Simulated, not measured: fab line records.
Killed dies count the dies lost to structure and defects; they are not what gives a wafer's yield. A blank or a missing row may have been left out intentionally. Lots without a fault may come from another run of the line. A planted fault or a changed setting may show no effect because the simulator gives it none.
A struck lot beside a sound one + flow nand_harc + 13 out of 1302 route steps
Sound: wafers L403.2, L403.3, L403.4. Struck: wafers L412.1, L412.4, L412.5. The cause comes at the end.
Per side, at each step with rows, come the tool, then ch with its chambers, and then its first start. Under that, the readings that differ: sound wafers + struck wafers + difference of the means + sigmas: that difference in standard deviations of wafers without a fault.
alike: same words and numbers on both sides, and readings whose means sit less than 2 such deviations apart. not compared: any withheld reading, any reading some wafer has no value for, any bound like >300 that may hide the same value, and any number with overlapping values for which the record gives no deviation.
A row with sigmas, a row that says differs or no value, or rows on one side alone: a step with any of these is where the two part. Numbers that don't overlap but have no deviation are shown without sigmas and don't part them. A reading that every wafer of one side lacks parts them only if that side has two wafers or more.

first, 1 step without rows for these wafers: NHARC_A_CHANNEL_FILL_D2_ANNEAL_22 (time 7200 s).
NHARC_A_CHANNEL_FILL_D2_THK_MEAS_06: measures by ellipsometry.
  sound on film_metro-01 at day 15 05:52; struck on film_metro-02 at day 19 04:26
  alike: thk_nm
NHARC_A_CHANNEL_FILL_D2_ALD_25: deposits SiOx, target thk 60 nm, pulse time 10 s, ald cycles 600.
  sound on ald_hk-04 ch 0,1,2, day 15 06:32; struck on ald_hk-03 ch 0,1,2, day 19 05:07
  alike: heater_power_w, precursor_pulse_height_rel, susceptor_temp_C
NHARC_A_CHANNEL_FILL_D2_ETCHBACK_08: etches the open film in C4F8, target depth 220 nm, time 110 s.
  sound: rie_diel-02 ch 0,2,3; struck: rie_diel-08 ch 0,3
  alike: oes_product_au, rf_vpp_V
  not compared: rf_hours_counter_h
NHARC_A_CHANNEL_FILL_D2_STRIP_29: strips in O2, time 20 s.
  sound: rie_diel-02 ch 0,2,3; struck: rie_diel-08 ch 0,2
  alike: drypump_motor_current_A, oes_product_au, rf_vpp_V, showerhead_plenum_p_Torr, throttle_valve_pct
  not compared: rf_hours_counter_h
then, 3 steps without rows for these wafers: NHARC_A_CHANNEL_FILL_D2_PRECLEAN_30 (cleans in dHF, time 30 s); NHARC_A_CHANNEL_FILL_D2_SRD_31; NHARC_A_CHANNEL_FILL_D2_CVD_09 (deposits poly-Si, target thk 150 nm, time 3000 s).
NHARC_A_CHANNEL_FILL_D2_CMP_10: polishes, target thk 150 nm.
  sound on cmp-03 ch 0,2,3, day 15 17:10; struck on cmp-01 ch 2,3, day 19 15:50
  alike: motor_current_A, time_to_endpoint_s
next, for these wafers, 1 step has no rows: NHARC_A_CHANNEL_FILL_D2_SRD_12.
NHARC_A_CHANNEL_FILL_D2_RTA_24: time 5 s.
  sound on rtp_anneal-01 ch 0, day 15 17:37; struck on rtp_anneal-02 ch 0, day 19 16:36
  alike: lamp_power_pct, lamp_zone_4_pct, wafer_temp_C_max
NHARC_A_CHANNEL_FILL_D2_INSPECT_13:
  sound on defect_inspect-01 at day 15 17:47; struck on defect_inspect-02 at day 19 16:47
  alike: raw_defect_count
NHARC_END_SORT_01:
  the record has rows for the sound wafers here (prober-01 ch 0, day 24 10:50) and none for the struck ones

== WHERE THEY PART ==
Only at NHARC_END_SORT_01, within this record.

WHY: whatever the simulator had introduced
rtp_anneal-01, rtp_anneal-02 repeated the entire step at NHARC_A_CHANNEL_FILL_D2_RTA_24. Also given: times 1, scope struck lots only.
